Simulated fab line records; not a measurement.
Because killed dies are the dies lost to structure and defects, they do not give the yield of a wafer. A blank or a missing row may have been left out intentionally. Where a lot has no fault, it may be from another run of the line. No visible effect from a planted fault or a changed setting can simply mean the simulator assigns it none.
fab line records | flow n5-finfet
record: lots: 11 | wafers: 33 | last-day: 17
route steps=1938 shown BEOL_M8@1388 BEOL_M9@1402 PASSIVATION@1936
lots that met no fault: taken from a fault-free run of the same line
start-h: hours from the record's first day to the start of the lot's first wafer shown | wait-h: time in hours since the lot's previous step | " as in the row above | L1.1+2: several wafers, shown together as one row | - no value, or no start was given | * or withheld: withheld | < > ~ a bound
route shown NAME@n: a module of which the file shows steps, and the number in the route of the first | usual: average and standard deviation across the fault-free wafers | same: alike in all rows | chamber/n: place in a boat | sites: readings site by site | _std_site: how widely they spread, as a standard deviation | _edge_site: outer sites' mean less inner sites' | radius-mm: for every site, how far away it sits from the centre of the wafer | mask NAME#n: copy n | behind: the last tool/chamber to shape the wafer | hold: why the lot was held/for how many hours/how that ended | device: the transistor (n, p or np) that didn't switch | end of line: at the end of the route, the tests of the same wafers | for a step that has no rows: nothing shown but its recipe | killed: the dies lost at the first sort to structure and to defects; this is not the yield of the wafer | map: shows each die of a wafer: x if killed, . if not, _ if none is there
set.NAME: the setting that was run; set.NAME@STEP: the one run at that earlier step | model.NAME: the simulator's own value behind a step, which no gauge read
a sample of lots followed through the steps of the route, with each step as a table and each wafer as a row
services: a tool's chamber out of use, with start hour (start-h, from the record's first day; less than 0 if before it), hours out, and reason
== steps ==
step: N5_BEOL_M8_PRE_CLEAN_45
recipe: gas: H2/He | time-s: 30 | temp-c: 250
usual: heater-power-w: 343/45
lot.wafer | tool           | chamber | start-h | wait-h | heater-power-w
L523.1    | pvd-sputter-01 | -       | 203.63  | 0.0    | 398
L523.4    | "              | -       | "       | "      | 310
L523.5    | "              | -       | "       | "      | 315
L525.3    | pvd-sputter-01 | -       | 220.96  | 0.0    | 344
L525.4    | "              | -       | "       | "      | 398
L525.6    | "              | -       | "       | "      | 368
L526.1    | pvd-sputter-01 | -       | 229.74  | 0.0    | 337
L526.3    | "              | -       | "       | "      | 371
L526.5    | "              | -       | "       | "      | 344
L527.1    | pvd-sputter-01 | -       | 238.55  | 0.0    | 366
L527.5    | "              | -       | "       | "      | 309
L527.6    | "              | -       | "       | "      | 393
L534.2    | pvd-sputter-02 | -       | 266.75  | 0.0    | 305
L534.3    | "              | -       | "       | "      | 400
L534.5    | "              | -       | "       | "      | 413
L535.2    | pvd-sputter-03 | -       | 278.75  | 0.0    | 292
L535.3    | "              | -       | "       | "      | 359
L535.6    | "              | -       | "       | "      | 340
L539.2    | pvd-sputter-03 | -       | 295.22  | 0.0    | 307
L539.5    | "              | -       | "       | "      | 333
L539.6    | "              | -       | "       | "      | 296
L542.1    | pvd-sputter-03 | -       | 333.31  | 0.0    | 351
L542.2    | "              | -       | "       | "      | 293
L542.6    | "              | -       | "       | "      | 290
L541.3    | pvd-sputter-03 | -       | 333.39  | 0.0    | 302
L541.4    | "              | -       | "       | "      | 340
L541.6    | "              | -       | "       | "      | 294
L545.1    | pvd-sputter-02 | -       | 334.48  | 0.0    | 309
L545.2    | "              | -       | "       | "      | 276
L545.5    | "              | -       | "       | "      | 388
L544.2    | pvd-sputter-02 | -       | 334.96  | 0.0    | 308
L544.4    | "              | -       | "       | "      | 395
L544.5    | "              | -       | "       | "      | 280
step: N5_BEOL_M9_CURE_71
recipe: temp-c: 385 | time-s: 240 | ambient: He/Ar | material: SiCOH_lowk
usual: lamp-power-pct: 52.31/0.055 | wafer_temp_C_max: 386.9/0.62
lot.wafer | tool       | chamber | start-h | wait-h | lamp-power-pct | wafer_temp_C_max
L523.1    | uv-cure-02 | 2       | 206.89  | 0.0    | 52.34          | 386.7
L523.4    | "          | 2       | "       | "      | 52.31          | 387.3
L523.5    | "          | 2       | "       | "      | 52.34          | 387.1
L525.3    | uv-cure-01 | 0       | 223.63  | 0.2    | 52.37          | 385.9
L525.4    | "          | 0       | "       | "      | 52.28          | 386.9
L525.6    | "          | 0       | "       | "      | 52.34          | 386.3
L526.1    | uv-cure-03 | 0       | 233.14  | 0.0    | 52.23          | 386.3
L526.3    | "          | 0       | "       | "      | 52.31          | 386.1
L526.5    | "          | 0       | "       | "      | 52.41          | 385.9
L527.1    | uv-cure-03 | 0       | 240.29  | 0.1    | 52.22          | 386.6
L527.5    | "          | 0       | "       | "      | 52.33          | 386.7
L527.6    | "          | 0       | "       | "      | 52.27          | 386.8
L534.2    | uv-cure-01 | 1       | 268.80  | 0.1    | 52.33          | 387.0
L534.3    | "          | 1       | "       | "      | 52.38          | 386.9
L534.5    | "          | 1       | "       | "      | 52.29          | 386.3
L535.2    | uv-cure-02 | 0       | 280.83  | 0.1    | 52.38          | 387.5
L535.3    | "          | 0       | "       | "      | 52.34          | 387.7
L535.6    | "          | 0       | "       | "      | 52.36          | 387.7
L539.2    | uv-cure-02 | 2       | 297.13  | 0.1    | 52.30          | 386.9
L539.5    | "          | 2       | "       | "      | 52.36          | 387.3
L539.6    | "          | 2       | "       | "      | 52.26          | 387.1
L542.1    | uv-cure-02 | 0       | 335.91  | 0.0    | 52.34          | 388.2
L542.2    | "          | 0       | "       | "      | 52.19          | 388.5
L542.6    | "          | 0       | "       | "      | 52.25          | 387.4
L541.3    | uv-cure-01 | 2       | 336.35  | 0.4    | 52.31          | 387.4
L541.4    | "          | 2       | "       | "      | 52.27          | 387.0
L541.6    | "          | 2       | "       | "      | 52.41          | 386.8
L545.1    | uv-cure-02 | 2       | 336.39  | 0.2    | 52.28          | 386.9
L545.2    | "          | 2       | "       | "      | 52.35          | 387.5
L545.5    | "          | 2       | "       | "      | 52.43          | 387.5
L544.2    | uv-cure-01 | 1       | 337.15  | 0.4    | 52.30          | 387.2
L544.4    | "          | 1       | "       | "      | 52.33          | 387.4
L544.5    | "          | 1       | "       | "      | 52.30          | 388.3
step: N5_BEOL_M9_PECVD_70
recipe: material: SiO2 | target-thk-a: 200 | temp-c: 400 | precursor: TEOS/O2 | pressure-torr: 5.5 | rf-w: 450 | teos-flow-sccm: 53.8 | gas: O2 | flow-sccm: 3000 | time-s: 22.7
usual: heater-power-w: 760/73 | rf-fwd-power-W: 445.2/1.6 | showerhead-plenum-p-Torr: 8.79/0.059 | throttle-valve-pct: 22.2/0.77
lot.wafer | tool     | chamber | start-h | wait-h | heater-power-w | rf-fwd-power-W | showerhead-plenum-p-Torr | since-wet-clean-h | throttle-valve-pct
L523.1    | pecvd-02 | 1       | 207.44  | 0.0    | 718            | 445.2          | 8.75                     | 1999              | 21.8
L523.4    | "        | 0       | "       | "      | 827            | 445.4          | 8.87                     | -                 | 21.7
L523.5    | "        | 2       | "       | "      | 746            | 445.6          | 8.85                     | -                 | 23.2
L525.3    | pecvd-01 | 2       | 224.02  | 0.0    | 729            | 447.1          | 8.76                     | 146               | 20.8
L525.4    | "        | 2       | "       | "      | 719            | 446.6          | 8.77                     | -                 | 20.5
L525.6    | "        | 0       | "       | "      | 805            | 449.0          | 8.80                     | -                 | 22.1
L526.1    | pecvd-03 | 0       | 233.69  | 0.0    | 605            | 443.7          | 8.68                     | 1119              | 23.3
L526.3    | "        | 1       | "       | "      | 727            | 444.5          | 8.82                     | 1844              | 22.0
L526.5    | "        | 1       | "       | "      | 717            | 446.1          | 8.80                     | -                 | 22.3
L527.1    | pecvd-01 | 1       | 240.84  | 0.0    | 755            | 444.7          | 8.75                     | 1670              | 22.3
L527.5    | "        | 0       | "       | "      | 854            | 444.1          | 8.79                     | -                 | 22.0
L527.6    | "        | 1       | "       | "      | 754            | 443.5          | 8.74                     | -                 | 22.4
L534.2    | pecvd-01 | 0       | 269.27  | 0.0    | 788            | 444.8          | 8.78                     | 973               | 22.2
L534.3    | "        | 1       | "       | "      | 793            | 444.5          | 8.77                     | 1698              | 22.5
L534.5    | "        | 0       | "       | "      | 803            | 446.8          | 8.78                     | -                 | 22.3
L535.2    | pecvd-01 | 1       | 281.30  | 0.0    | 796            | 443.7          | 8.76                     | 1710              | 22.3
L535.3    | "        | 2       | "       | "      | 732            | 444.5          | 8.78                     | 203               | 20.7
L535.6    | "        | 1       | "       | "      | 770            | 443.7          | 8.75                     | -                 | 22.6
L539.2    | pecvd-02 | 0       | 297.60  | 0.0    | 854            | 444.0          | 8.86                     | 1364              | 21.8
L539.5    | "        | 1       | "       | "      | 699            | 442.3          | 8.73                     | -                 | 21.8
L539.6    | "        | 2       | "       | "      | 875            | 445.3          | 8.85                     | -                 | 23.2
L542.1    | pecvd-02 | 2       | 336.46  | 0.0    | 744            | 447.2          | 8.84                     | 649               | 23.6
L542.2    | "        | 1       | "       | "      | 634            | 442.6          | 8.73                     | 2128              | 21.7
L542.6    | "        | 0       | "       | "      | 840            | 443.9          | 8.86                     | -                 | 21.8
L545.1    | pecvd-02 | 0       | 336.94  | 0.0    | 743            | 442.4          | 8.85                     | 1403              | 21.9
L545.2    | "        | 2       | "       | "      | 765            | 447.0          | 8.86                     | 649               | 23.6
L545.5    | "        | 1       | "       | "      | 771            | 445.1          | 8.73                     | -                 | 21.7
L541.3    | pecvd-02 | 2       | 337.06  | 0.0    | 735            | 445.4          | 8.84                     | 649               | 23.7
L541.4    | "        | 0       | "       | "      | 853            | 442.4          | 8.86                     | -                 | 21.7
L541.6    | "        | 1       | "       | "      | 702            | 444.5          | 8.74                     | -                 | 21.9
L544.2    | pecvd-03 | 2       | 338.02  | 0.0    | 790            | 445.4          | 8.90                     | 469               | 22.4
L544.4    | "        | 1       | "       | "      | 711            | 442.0          | 8.80                     | -                 | 22.6
L544.5    | "        | 2       | "       | "      | 791            | 447.6          | 8.89                     | -                 | 21.8
step: N5_BEOL_M9_OVL_MEAS_12
recipe: points-per-wafer: 44
usual: M9_OVL: 0.4/0.97
same: points-per-wafer: 44
lot.wafer | tool       | chamber | start-h | wait-h | M9_OVL[nm]
L523.1    | overlay-02 | 0       | 209.05  | 0.0    | -0.7
L523.4    | "          | 0       | "       | "      | -0.1
L523.5    | "          | 0       | "       | "      | -0.7
L525.3    | overlay-01 | 0       | 224.52  | 0.0    | 1.3
L525.4    | "          | 0       | "       | "      | 0.9
L525.6    | "          | 0       | "       | "      | 0.1
L526.1    | overlay-02 | 0       | 235.88  | 0.0    | 0.8
L526.3    | "          | 0       | "       | "      | 1.7
L526.5    | "          | 0       | "       | "      | 1.0
L527.1    | overlay-02 | 0       | 242.56  | 0.0    | -0.4
L527.5    | "          | 0       | "       | "      | -0.9
L527.6    | "          | 0       | "       | "      | 1.8
L534.2    | overlay-02 | 0       | 270.42  | 0.0    | 1.2
L534.3    | "          | 0       | "       | "      | 0.0
L534.5    | "          | 0       | "       | "      | 0.1
L535.2    | overlay-01 | 0       | 281.94  | 0.0    | -1.8
L535.3    | "          | 0       | "       | "      | 0.3
L535.6    | "          | 0       | "       | "      | -1.7
L539.2    | overlay-01 | 0       | 299.14  | 0.0    | -0.2
L539.5    | "          | 0       | "       | "      | 1.3
L539.6    | "          | 0       | "       | "      | -0.3
L542.1    | overlay-01 | 0       | 337.05  | 0.0    | -0.1
L542.2    | "          | 0       | "       | "      | -0.1
L542.6    | "          | 0       | "       | "      | -0.3
L545.1    | overlay-02 | 0       | 338.79  | 0.0    | 0.9
L545.2    | "          | 0       | "       | "      | 1.2
L545.5    | "          | 0       | "       | "      | 1.1
L541.3    | overlay-02 | 0       | 339.02  | 0.0    | -2.4
L541.4    | "          | 0       | "       | "      | 1.6
L541.6    | "          | 0       | "       | "      | -0.3
L544.2    | overlay-01 | 0       | 339.71  | 0.0    | 1.5
L544.4    | "          | 0       | "       | "      | 1.8
L544.5    | "          | 0       | "       | "      | 1.8
step: N5_BEOL_M9_INSPECT_13
recipe: mode: adi | inspect-instrument: brightfield
usual: raw-defect-count: 369/79
lot.wafer | tool              | chamber | start-h | wait-h | raw-defect-count
L523.1    | defect-inspect-02 | -       | 209.07  | 0.0    | 315
L523.4    | "                 | -       | "       | "      | 333
L523.5    | "                 | -       | "       | "      | 411
L525.3    | defect-inspect-01 | -       | 224.54  | 0.0    | 348
L525.4    | "                 | -       | "       | "      | 373
L525.6    | "                 | -       | "       | "      | 270
L526.1    | defect-inspect-01 | -       | 235.90  | 0.0    | 229
L526.3    | "                 | -       | "       | "      | 218
L526.5    | "                 | -       | "       | "      | 293
L527.1    | defect-inspect-02 | -       | 242.59  | 0.0    | 315
L527.5    | "                 | -       | "       | "      | 437
L527.6    | "                 | -       | "       | "      | 296
L534.2    | defect-inspect-02 | -       | 270.45  | 0.0    | 359
L534.3    | "                 | -       | "       | "      | 1086
L534.5    | "                 | -       | "       | "      | 308
L535.2    | defect-inspect-01 | -       | 281.96  | 0.0    | 1105
L535.3    | "                 | -       | "       | "      | 305
L535.6    | "                 | -       | "       | "      | 1067
L539.2    | defect-inspect-01 | -       | 299.16  | 0.0    | 469
L539.5    | "                 | -       | "       | "      | 388
L539.6    | "                 | -       | "       | "      | 374
L542.1    | defect-inspect-01 | -       | 337.07  | 0.0    | 389
L542.2    | "                 | -       | "       | "      | 282
L542.6    | "                 | -       | "       | "      | 554
L545.1    | defect-inspect-01 | -       | 338.81  | 0.0    | 380
L545.2    | "                 | -       | "       | "      | 396
L545.5    | "                 | -       | "       | "      | 336
L541.3    | defect-inspect-01 | -       | 339.04  | 0.0    | 281
L541.4    | "                 | -       | "       | "      | 521
L541.6    | "                 | -       | "       | "      | 331
L544.2    | defect-inspect-01 | -       | 339.74  | 0.0    | 335
L544.4    | "                 | -       | "       | "      | 350
L544.5    | "                 | -       | "       | "      | 178
step: N5_PASSIVATION_PROBE_49
usual: defect-limited-yield: 91.3/1.3 | killed_at_M0_to_M3: 33/8.9 | killed_at_M4_up: 15/5.4 | killed-at-contacts: 13/5.8 | killed-at-front-end: 39/9.9 | killed-at-other: 3.2/2.9 | killed-dies: 102/15 | killed-on-rim: 13/3.7 | killed-open: 68/12 | killed-short: 34/7.6 | sort_bin_4_leakage: 0.00/0.007 | sort_bin_5_function: 5.1/0.89 | sort_bin_6_memory: 3.2/0.63 | sort-n-pass: 1078/15 | sort-yield-pct: 91.3/1.3
same: gross-dies: 1180 | killed-at-back-side: 0 | sort_bin_8_speed[%]: 0
lot.wafer | tool      | chamber | start-h | wait-h | defect-limited-yield[%] | killed_at_M0_to_M3 | killed_at_M4_up | killed-at-contacts | killed-at-front-end | killed-at-other | killed-dies | killed-on-rim | killed-open | killed-short | sort_bin_4_leakage[%] | sort_bin_5_function[%] | sort_bin_6_memory[%] | sort-n-pass | sort-yield-pct[%]
L526.1    | prober-02 | -       | 294.38  | 0.0    | 93.8                    | 19                 | 12              | 13                 | 29                  | 0               | 73          | 10            | 48          | 25           | 0                     | 3.0                    | 2.9                  | 1107        | 93.8
L526.3    | prober-02 | -       | 294.48  | 0.1    | 91.4                    | 37                 | 12              | 12                 | 40                  | 1               | 102         | 14            | 67          | 35           | 0                     | 4.9                    | 3.4                  | 1078        | 91.4
L526.5    | prober-02 | -       | 294.58  | 0.2    | 90.7                    | 33                 | 22              | 7                  | 47                  | 1               | 110         | 14            | 68          | 42           | 0                     | 5.7                    | 3.0                  | 1070        | 90.7
L534.2    | prober-01 | -       | 332.60  | 0.1    | 89.2                    | 60                 | 10              | 24                 | 32                  | 1               | 127         | 15            | 79          | 48           | 0                     | 5.8                    | 4.6                  | 1053        | 89.2
L534.3    | prober-01 | -       | 332.65  | 0.1    | 82.5                    | 38                 | 117             | 8                  | 44                  | 0               | 207         | 30            | 75          | 24           | 0                     | 11.0                   | 4.2                  | 973         | 82.5
L534.5    | prober-01 | -       | 332.75  | 0.2    | 91.9                    | 33                 | 9               | 11                 | 35                  | 7               | 95          | 18            | 63          | 32           | 0                     | 4.8                    | 2.9                  | 1085        | 91.9
L535.2    | prober-02 | -       | 345.31  | 0.1    | 81.0                    | 38                 | 131             | 7                  | 46                  | 2               | 224         | 35            | 68          | 37           | 0                     | 12.0                   | 4.4                  | 956         | 81.0
L535.3    | prober-02 | -       | 345.36  | 0.1    | 90.7                    | 21                 | 13              | 18                 | 57                  | 1               | 110         | 11            | 72          | 38           | 0                     | 5.4                    | 3.6                  | 1070        | 90.7
L535.6    | prober-02 | -       | 345.51  | 0.3    | 80.6                    | 29                 | 123             | 14                 | 58                  | 5               | 229         | 26            | 76          | 42           | 0                     | 12.1                   | 4.3                  | 951         | 80.6
killed by level:class
L526.1 MOL_CONTACT_COAG:geometric-particle:open=11 FIN_SAQP:geometric-particle:short=5 BEOL_M0_SAQP:geometric-particle:open=5 BEOL_M0_SAQP:geometric-particle:short=5 STARTING-WAFER:geometric-particle:open=5 FIN_SAQP:geometric-particle:open=4 STI_FIN_REVEAL:geometric-particle:open=4 BEOL_M2:geometric-particle:open=4
L526.3 BEOL_M0_SAQP:geometric-particle:short=17 BEOL_M0_SAQP:geometric-particle:open=12 MOL_CONTACT_COAG:geometric-particle:open=10 STI_FIN_REVEAL:geometric-particle:open=9 FIN_SAQP:geometric-particle:short=6 FIN_SAQP:geometric-particle:open=5 ILD0:geometric-particle:open=4 BEOL_M2:geometric-particle:open=4
L526.5 FIN_SAQP:geometric-particle:open=13 FIN_SAQP:geometric-particle:short=12 BEOL_M4:geometric-particle:open=12 BEOL_M0_SAQP:geometric-particle:open=10 BEOL_M2:geometric-particle:open=10 BEOL_M0_SAQP:geometric-particle:short=9 STI_FIN_REVEAL:geometric-particle:open=5 MOL_CONTACT_COAG:geometric-particle:open=5
L534.2 MOL_CONTACT_COAG:geometric-particle:open=18 BEOL_M0_SAQP:geometric-particle:open=17 BEOL_M0_SAQP:geometric-particle:short=13 BEOL_M2:geometric-particle:open=8 FIN_SAQP:geometric-particle:open=7 DUMMY_GATE:geometric-particle:open=7 BEOL_M3:geometric-particle:open=7 MOL_CONTACT_COAG:geometric-particle:short=6
L534.3 BEOL_M9:unspecified=108 STI_FIN_REVEAL:geometric-particle:open=16 BEOL_M3:geometric-particle:open=13 DUMMY_GATE:geometric-particle:open=7 BEOL_M0_SAQP:geometric-particle:open=7 BEOL_M2:geometric-particle:open=7 FIN_SAQP:geometric-particle:open=6 MOL_CONTACT_COAG:geometric-particle:open=6
L534.5 FIN_SAQP:geometric-particle:open=10 FIN_SAQP:geometric-particle:short=9 MOL_CONTACT_COAG:geometric-particle:open=9 BEOL_M1:geometric-particle:open=8 DUMMY_GATE:geometric-particle:open=5 BEOL_M0_SAQP:geometric-particle:open=5 BEOL_M0_SAQP:geometric-particle:short=5 STI_FIN_REVEAL:geometric-particle:open=4
L535.2 BEOL_M9:unspecified=118 FIN_SAQP:geometric-particle:short=15 STI_FIN_REVEAL:geometric-particle:open=13 BEOL_M0_SAQP:geometric-particle:open=10 BEOL_M1:geometric-particle:open=8 BEOL_M4:geometric-particle:open=8 FIN_SAQP:geometric-particle:open=7 MOL_CONTACT_COAG:geometric-particle:open=7
L535.3 FIN_SAQP:geometric-particle:open=19 FIN_SAQP:geometric-particle:short=18 MOL_CONTACT_COAG:geometric-particle:open=17 BEOL_M2:geometric-particle:open=7 GATE_CUT:geometric-particle:short=7 BEOL_M0_SAQP:geometric-particle:open=5 GATE_CUT:geometric-particle:open=4 BEOL_M4:geometric-particle:open=4
L535.6 BEOL_M9:unspecified=110 FIN_SAQP:geometric-particle:short=19 FIN_SAQP:geometric-particle:open=14 MOL_CONTACT_COAG:geometric-particle:open=12 STI_FIN_REVEAL:geometric-particle:open=9 BEOL_M1:geometric-particle:open=9 BEOL_M2:geometric-particle:open=6 GATE_CUT:geometric-particle:short=5
== services ==
tool           | chamber | start-h | hours | kind
uv-cure-02     | -       | 181.03  | 7.5   | pm
pecvd-03       | -       | 181.09  | 1.8   | repair
pvd-sputter-02 | -       | 187.05  | 3.7   | repair
uv-cure-02     | -       | 189.49  | 0.9   | repair
pecvd-03       | -       | 199.99  | 14.6  | pm
uv-cure-03     | -       | 203.17  | 7.5   | pm
uv-cure-01     | -       | 243.85  | 1.1   | repair
uv-cure-03     | -       | 252.94  | 1.3   | repair
uv-cure-03     | -       | 256.09  | 2.8   | pm
pecvd-03       | 1       | 272.89  | 2.1   | scheduled-down
pecvd-01       | 1       | 274.01  | 5.5   | scheduled-down
uv-cure-01     | -       | 318.88  | 1.0   | pm
pecvd-01       | -       | 330.40  | 2.8   | pm
pecvd-03       | -       | 331.52  | 6.0   | pm
== key ==
first-sign: step: N5_BEOL_M9_INSPECT_13 | reading: raw-defect-count | direction: up | sigmas: 9 | usual: 369 | struck: 1086
effect: step: N5_PASSIVATION_PROBE_49 | reading: killed_at_M4_up | direction: up | sigmas: 20 | usual: 15 | struck: 124
more-kills-born-at: N5_BEOL_M9_PECVD_70@pecvd-01: 336
met-at N5_BEOL_M9_PECVD_70
struck-lots L534,L535
struck-wafers L534.3,L535.2,L535.6
not-acting-at N5_BEOL_M8_PRE_CLEAN_45,N5_BEOL_M9_CURE_71,N5_BEOL_M9_OVL_MEAS_12
onset-between 240.84 269.27
fault: kind: chamber-particle-source | tool: pecvd-01 | chamber: 1 | onset-h: 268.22 | steps: N5_BEOL_M9_PECVD_70 | rate-per-visit-cm2: 1.2346 | end-h: 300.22
